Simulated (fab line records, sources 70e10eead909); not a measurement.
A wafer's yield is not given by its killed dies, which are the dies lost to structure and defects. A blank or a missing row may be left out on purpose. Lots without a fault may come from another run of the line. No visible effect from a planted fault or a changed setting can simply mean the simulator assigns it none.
A sampling plan put to the test || flow nand harc || one fab line, 25 faults that these records tell of, each judged on the records of the lots that it struck; 1 more is left out, because the records don't allow judging it
What counts as the plan is the set of the line's own looks, namely the steps on the route at which a gauge or an inspection reads a wafer and does not change it. Where struck wafers have a number at a look and the file lists that look's usual mean and standard deviation on fault-free wafers, the look can be judged. Caught: 4 or more of those standard deviations (sigma) separate the usual mean from the mean of the struck wafers at a look after the fault's first step. On the tool: the fault's steps, tested the same way using the tool's own readings. If the struck wafers alone have a blank record, or they carry another recipe, that too counts as caught.

== THE FAULTS, as the simulator had put them in ==
1. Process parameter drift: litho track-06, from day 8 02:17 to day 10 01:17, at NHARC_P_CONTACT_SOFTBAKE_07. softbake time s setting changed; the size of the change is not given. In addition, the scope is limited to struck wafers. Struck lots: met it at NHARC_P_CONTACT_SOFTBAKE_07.
2. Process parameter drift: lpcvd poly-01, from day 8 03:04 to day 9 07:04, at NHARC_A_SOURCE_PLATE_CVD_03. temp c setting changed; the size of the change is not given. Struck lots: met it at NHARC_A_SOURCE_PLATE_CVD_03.
3. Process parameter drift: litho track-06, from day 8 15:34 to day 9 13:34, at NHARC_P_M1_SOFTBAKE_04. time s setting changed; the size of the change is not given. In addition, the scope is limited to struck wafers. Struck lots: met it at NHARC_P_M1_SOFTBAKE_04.
4. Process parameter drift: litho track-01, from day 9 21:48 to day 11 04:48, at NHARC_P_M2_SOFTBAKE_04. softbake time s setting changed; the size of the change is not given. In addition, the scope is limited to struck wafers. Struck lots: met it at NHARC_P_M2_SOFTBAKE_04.
5. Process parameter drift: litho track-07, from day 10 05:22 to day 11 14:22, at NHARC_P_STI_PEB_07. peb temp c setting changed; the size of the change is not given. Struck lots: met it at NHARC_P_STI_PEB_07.
6. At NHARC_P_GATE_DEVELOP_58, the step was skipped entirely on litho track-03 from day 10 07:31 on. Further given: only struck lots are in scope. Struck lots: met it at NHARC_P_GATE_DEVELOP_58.
7. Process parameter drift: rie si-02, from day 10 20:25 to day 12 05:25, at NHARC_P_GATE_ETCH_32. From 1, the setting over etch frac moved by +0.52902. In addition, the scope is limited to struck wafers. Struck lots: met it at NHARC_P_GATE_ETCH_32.
8. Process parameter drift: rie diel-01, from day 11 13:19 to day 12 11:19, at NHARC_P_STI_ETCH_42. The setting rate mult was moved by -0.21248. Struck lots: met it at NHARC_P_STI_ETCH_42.
9. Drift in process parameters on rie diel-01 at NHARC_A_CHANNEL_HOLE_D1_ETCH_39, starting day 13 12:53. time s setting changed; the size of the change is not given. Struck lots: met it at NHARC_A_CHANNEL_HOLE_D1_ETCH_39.
10. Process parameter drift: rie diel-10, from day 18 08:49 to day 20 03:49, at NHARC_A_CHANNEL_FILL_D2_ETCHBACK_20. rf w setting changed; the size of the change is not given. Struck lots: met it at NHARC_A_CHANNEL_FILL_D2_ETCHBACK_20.
11. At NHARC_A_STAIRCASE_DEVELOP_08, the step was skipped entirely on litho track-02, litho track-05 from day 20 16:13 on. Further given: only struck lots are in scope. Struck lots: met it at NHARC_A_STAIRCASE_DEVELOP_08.
12. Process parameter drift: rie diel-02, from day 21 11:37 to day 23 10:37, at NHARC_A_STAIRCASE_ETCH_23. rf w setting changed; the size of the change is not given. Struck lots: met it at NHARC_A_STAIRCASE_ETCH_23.
13. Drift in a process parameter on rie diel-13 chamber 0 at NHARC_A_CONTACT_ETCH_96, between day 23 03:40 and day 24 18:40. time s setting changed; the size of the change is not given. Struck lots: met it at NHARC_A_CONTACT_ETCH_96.
14. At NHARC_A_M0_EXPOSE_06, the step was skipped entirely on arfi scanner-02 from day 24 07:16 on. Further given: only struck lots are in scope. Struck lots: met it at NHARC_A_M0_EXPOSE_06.
15. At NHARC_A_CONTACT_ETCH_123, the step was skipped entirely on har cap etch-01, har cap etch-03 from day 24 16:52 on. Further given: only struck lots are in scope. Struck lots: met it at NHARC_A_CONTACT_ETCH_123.
16. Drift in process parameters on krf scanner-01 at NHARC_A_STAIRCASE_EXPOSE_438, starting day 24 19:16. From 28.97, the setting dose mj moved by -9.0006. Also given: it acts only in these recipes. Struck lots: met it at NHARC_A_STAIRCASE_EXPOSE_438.
17. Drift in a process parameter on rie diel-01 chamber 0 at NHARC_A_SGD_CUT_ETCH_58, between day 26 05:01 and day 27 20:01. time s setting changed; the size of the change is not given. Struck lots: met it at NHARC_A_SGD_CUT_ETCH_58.
18. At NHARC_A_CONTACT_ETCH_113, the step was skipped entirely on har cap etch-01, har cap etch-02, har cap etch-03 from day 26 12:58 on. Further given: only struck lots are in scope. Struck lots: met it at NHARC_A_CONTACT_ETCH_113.
19. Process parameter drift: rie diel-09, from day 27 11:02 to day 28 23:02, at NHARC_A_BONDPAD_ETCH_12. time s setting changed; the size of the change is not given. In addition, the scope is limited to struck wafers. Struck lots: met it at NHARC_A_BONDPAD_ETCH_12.
20. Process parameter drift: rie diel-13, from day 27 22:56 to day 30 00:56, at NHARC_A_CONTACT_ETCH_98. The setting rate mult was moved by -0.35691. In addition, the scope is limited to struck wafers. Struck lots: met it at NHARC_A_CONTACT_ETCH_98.
21. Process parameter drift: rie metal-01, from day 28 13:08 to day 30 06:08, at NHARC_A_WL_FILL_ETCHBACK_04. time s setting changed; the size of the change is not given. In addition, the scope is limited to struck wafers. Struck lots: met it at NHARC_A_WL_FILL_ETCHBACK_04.
22. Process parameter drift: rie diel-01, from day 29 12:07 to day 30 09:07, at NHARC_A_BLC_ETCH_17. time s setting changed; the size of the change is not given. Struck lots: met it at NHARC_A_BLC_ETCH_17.
23. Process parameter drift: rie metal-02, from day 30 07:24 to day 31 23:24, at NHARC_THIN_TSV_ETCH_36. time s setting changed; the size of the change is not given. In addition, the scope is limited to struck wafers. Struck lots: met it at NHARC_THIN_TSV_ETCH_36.
24. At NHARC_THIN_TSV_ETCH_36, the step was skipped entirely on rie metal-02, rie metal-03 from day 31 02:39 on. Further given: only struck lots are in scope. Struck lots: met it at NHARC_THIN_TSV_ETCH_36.
25. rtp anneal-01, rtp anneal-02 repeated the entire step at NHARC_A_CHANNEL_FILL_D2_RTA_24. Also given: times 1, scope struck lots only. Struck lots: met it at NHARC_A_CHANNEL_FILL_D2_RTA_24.

== WHAT THE PLAN SAW ==
{"fault": 1, "on the tool itself": "heater power total W +99 or beyond sigma", "first look that catches it": "not the one look that can be judged after it", "reading, sigma": "-", "median hours from its first step to that look": "-", "hours from the fault's start to the first struck lot there": "-", "judged looks passed uncaught": 1}
{"fault": 2, "on the tool itself": "spike tc lower C +18 sigma", "first look that catches it": "NHARC_A_SOURCE_PLATE_THK_MEAS_06", "reading, sigma": "thk nm +39", "median hours from its first step to that look": 10.6, "hours from the fault's start to the first struck lot there": 19, "judged looks passed uncaught": 0}
{"fault": 3, "on the tool itself": "heater power total W +99 or beyond sigma", "first look that catches it": "not the one look that can be judged after it", "reading, sigma": "-", "median hours from its first step to that look": "-", "hours from the fault's start to the first struck lot there": "-", "judged looks passed uncaught": 1}
{"fault": 4, "on the tool itself": "heater power total W +99 or beyond sigma", "first look that catches it": "not the one look that can be judged after it", "reading, sigma": "-", "median hours from its first step to that look": "-", "hours from the fault's start to the first struck lot there": "-", "judged looks passed uncaught": 1}
{"fault": 5, "on the tool itself": "plate temp C +41 sigma", "first look that catches it": "NHARC_P_STI_CD_MEAS_09", "reading, sigma": "cd nm +19", "median hours from its first step to that look": 0.1, "hours from the fault's start to the first struck lot there": 7, "judged looks passed uncaught": 0}
{"fault": 6, "on the tool itself": "the tool's record is blank for the struck wafers", "first look that catches it": "no look after it can be judged", "reading, sigma": "-", "median hours from its first step to that look": "-", "hours from the fault's start to the first struck lot there": "-", "judged looks passed uncaught": 0}
{"fault": 7, "on the tool itself": "under 2 sigma", "first look that catches it": "no look after it can be judged", "reading, sigma": "-", "median hours from its first step to that look": "-", "hours from the fault's start to the first struck lot there": "-", "judged looks passed uncaught": 0}
{"fault": 8, "on the tool itself": "oes product au -14 sigma", "first look that catches it": "not the one look that can be judged after it", "reading, sigma": "-", "median hours from its first step to that look": "-", "hours from the fault's start to the first struck lot there": "-", "judged looks passed uncaught": 1}
{"fault": 9, "on the tool itself": "run length s -99 or beyond sigma", "first look that catches it": "not the one look that can be judged after it", "reading, sigma": "-", "median hours from its first step to that look": "-", "hours from the fault's start to the first struck lot there": "-", "judged looks passed uncaught": 1}
{"fault": 10, "on the tool itself": "rf fwd power W -30 sigma", "first look that catches it": "no look after it can be judged", "reading, sigma": "-", "median hours from its first step to that look": "-", "hours from the fault's start to the first struck lot there": "-", "judged looks passed uncaught": 0}
{"fault": 11, "on the tool itself": "the tool's record is blank for the struck wafers", "first look that catches it": "no look after it can be judged", "reading, sigma": "-", "median hours from its first step to that look": "-", "hours from the fault's start to the first struck lot there": "-", "judged looks passed uncaught": 0}
{"fault": 12, "on the tool itself": "rf fwd power W +72 sigma", "first look that catches it": "no look after it can be judged", "reading, sigma": "-", "median hours from its first step to that look": "-", "hours from the fault's start to the first struck lot there": "-", "judged looks passed uncaught": 0}
{"fault": 13, "on the tool itself": "run length s -10 sigma", "first look that catches it": "not the one look that can be judged after it", "reading, sigma": "-", "median hours from its first step to that look": "-", "hours from the fault's start to the first struck lot there": "-", "judged looks passed uncaught": 1}
{"fault": 14, "on the tool itself": "no reading that can be judged", "first look that catches it": "no look after it can be judged", "reading, sigma": "-", "median hours from its first step to that look": "-", "hours from the fault's start to the first struck lot there": "-", "judged looks passed uncaught": 0}
{"fault": 15, "on the tool itself": "the tool's record is blank for the struck wafers", "first look that catches it": "no look after it can be judged", "reading, sigma": "-", "median hours from its first step to that look": "-", "hours from the fault's start to the first struck lot there": "-", "judged looks passed uncaught": 0}
{"fault": 16, "on the tool itself": "exposure dose mJ cm2 -99 or beyond sigma", "first look that catches it": "no look after it can be judged", "reading, sigma": "-", "median hours from its first step to that look": "-", "hours from the fault's start to the first struck lot there": "-", "judged looks passed uncaught": 0}
{"fault": 17, "on the tool itself": "run length s -36 sigma", "first look that catches it": "no look after it can be judged", "reading, sigma": "-", "median hours from its first step to that look": "-", "hours from the fault's start to the first struck lot there": "-", "judged looks passed uncaught": 0}
{"fault": 18, "on the tool itself": "the tool's record is blank for the struck wafers", "first look that catches it": "no look after it can be judged", "reading, sigma": "-", "median hours from its first step to that look": "-", "hours from the fault's start to the first struck lot there": "-", "judged looks passed uncaught": 0}
{"fault": 19, "on the tool itself": "run length s -42 sigma", "first look that catches it": "no look after it can be judged", "reading, sigma": "-", "median hours from its first step to that look": "-", "hours from the fault's start to the first struck lot there": "-", "judged looks passed uncaught": 0}
{"fault": 20, "on the tool itself": "oes product au -10 sigma", "first look that catches it": "no look after it can be judged", "reading, sigma": "-", "median hours from its first step to that look": "-", "hours from the fault's start to the first struck lot there": "-", "judged looks passed uncaught": 0}
{"fault": 21, "on the tool itself": "run length s -99 or beyond sigma", "first look that catches it": "no look after it can be judged", "reading, sigma": "-", "median hours from its first step to that look": "-", "hours from the fault's start to the first struck lot there": "-", "judged looks passed uncaught": 0}
{"fault": 22, "on the tool itself": "run length s -32 sigma", "first look that catches it": "not the one look that can be judged after it", "reading, sigma": "-", "median hours from its first step to that look": "-", "hours from the fault's start to the first struck lot there": "-", "judged looks passed uncaught": 1}
{"fault": 23, "on the tool itself": "run length s -12 sigma", "first look that catches it": "no look after it can be judged", "reading, sigma": "-", "median hours from its first step to that look": "-", "hours from the fault's start to the first struck lot there": "-", "judged looks passed uncaught": 0}
{"fault": 24, "on the tool itself": "the tool's record is blank for the struck wafers", "first look that catches it": "no look after it can be judged", "reading, sigma": "-", "median hours from its first step to that look": "-", "hours from the fault's start to the first struck lot there": "-", "judged looks passed uncaught": 0}
{"fault": 25, "on the tool itself": "under 2 sigma", "first look that catches it": "not the one look that can be judged after it", "reading, sigma": "-", "median hours from its first step to that look": "-", "hours from the fault's start to the first struck lot there": "-", "judged looks passed uncaught": 1}
Dash: fault not caught, or number not given in these records.

Caught at a look: 2 of 25. Caught on the tool: 22 of 25. By one or the other: 22 of 25.
On the tool alone, faults 1, 3, 4, 6, 8, 9, 10, 11, 12, 13, 15, 16, 17, 18, 19, 20, 21, 22, 23, 24 were caught.
Caught by neither: faults 7, 14, 25.

== THINNER SAMPLING ==
Were the look that catches a fault to measure just every second or every third lot (counted by lot number), the first struck lot would, at worst, be measured this late:
{"fault": 2, "struck lots at that look, in order of time": "L929, L930", "every lot": "19 h", "every second lot": "30 h", "every third lot": "may miss all 2"}
{"fault": 5, "struck lots at that look, in order of time": "L649, L650, L651", "every lot": "7 h", "every second lot": "18 h", "every third lot": "22 h"}
Hours are from the fault's start to the first struck lot that is measured. The test against the limit of 4 sigma pooled every struck wafer, which means one lot taken alone may stay below that limit. Other struck lots may not be in these records.

== THE LONGEST TIMED WAY FROM STEP TO LOOK ==
For fault 2, NHARC_A_SOURCE_PLATE_CVD_03 and NHARC_A_SOURCE_PLATE_THK_MEAS_06 are separated by a median of 10.6 hours. No look between them can be judged.
